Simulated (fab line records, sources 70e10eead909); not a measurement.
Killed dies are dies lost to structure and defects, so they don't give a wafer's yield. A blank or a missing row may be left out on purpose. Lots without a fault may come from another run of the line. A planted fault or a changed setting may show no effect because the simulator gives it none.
Chamber matching | flow nand_harc | NHARC_A_BLC_ETCH_16 on rie_diel-06: 4 sister chambers
The step etches the open film in CF4, target depth 39 nm, time 65 s. 8 wafers are shown with their chamber, then 12 later ones without.

WAFERS WITH THEIR CHAMBER
wafer  | chamber | drypump_motor_current_A (A) | showerhead_plenum_p_Torr (Torr)
L084.4 | 2       | 5.5                         | 1.749
L084.6 | 2       | 5.5                         | 1.749
L086.6 | 3       | 6.1                         | 1.728
L088.3 | 0       | 4.8                         | 1.747
L088.4 | 3       | 6.1                         | 1.728
L089.1 | 1       | 5.6                         | 1.712
L089.3 | 0       | 4.8                         | 1.747
L089.6 | 1       | 5.5                         | 1.713

WAFERS WITHOUT THEIR CHAMBER
wafer  | drypump_motor_current_A (A) | showerhead_plenum_p_Torr (Torr)
L090.3 | 4.8                         | 1.746
L090.4 | 5.5                         | 1.747
L090.5 | 4.8                         | 1.746
L092.1 | 4.8                         | 1.746
L092.3 | 5.6                         | 1.712
L092.6 | 6.1                         | 1.727
L095.2 | 5.5                         | 1.711
L095.3 | 6.1                         | 1.726
L095.4 | 4.8                         | 1.746
L094.2 | 6.1                         | 1.726
L094.3 | 4.8                         | 1.745
L094.6 | 5.6                         | 1.711

WHICH CHAMBER EACH WENT THROUGH
wafer  | from the rows above | in truth
L090.3 | 0                   | 0
L090.4 | 2                   | 2
L090.5 | 0                   | 0
L092.1 | 0                   | 0
L092.3 | 1                   | 1
L092.6 | 3                   | 3
L095.2 | 1                   | 1
L095.3 | 3                   | 3
L095.4 | 0                   | 0
L094.2 | 3                   | 3
L094.3 | 0                   | 0
L094.6 | 1                   | 1
Placed correctly: 12 of 12. Can't be placed from these rows: 0. Placed wrongly: 0.
How it was worked out, from the rows above alone: a wafer's distance from a chamber is the root of the sum, over the readings, of the square of ((its reading less the chamber's mean) divided by the reading's scatter). The wafer belongs to the nearest chamber; if the next one is less than 2 further off, it can't be placed. A chamber's mean is the mean of its shown wafers. The scatter: the root of (the sum of the squares of (reading less its chamber's mean) over the shown wafers, divided by (wafers less chambers)).
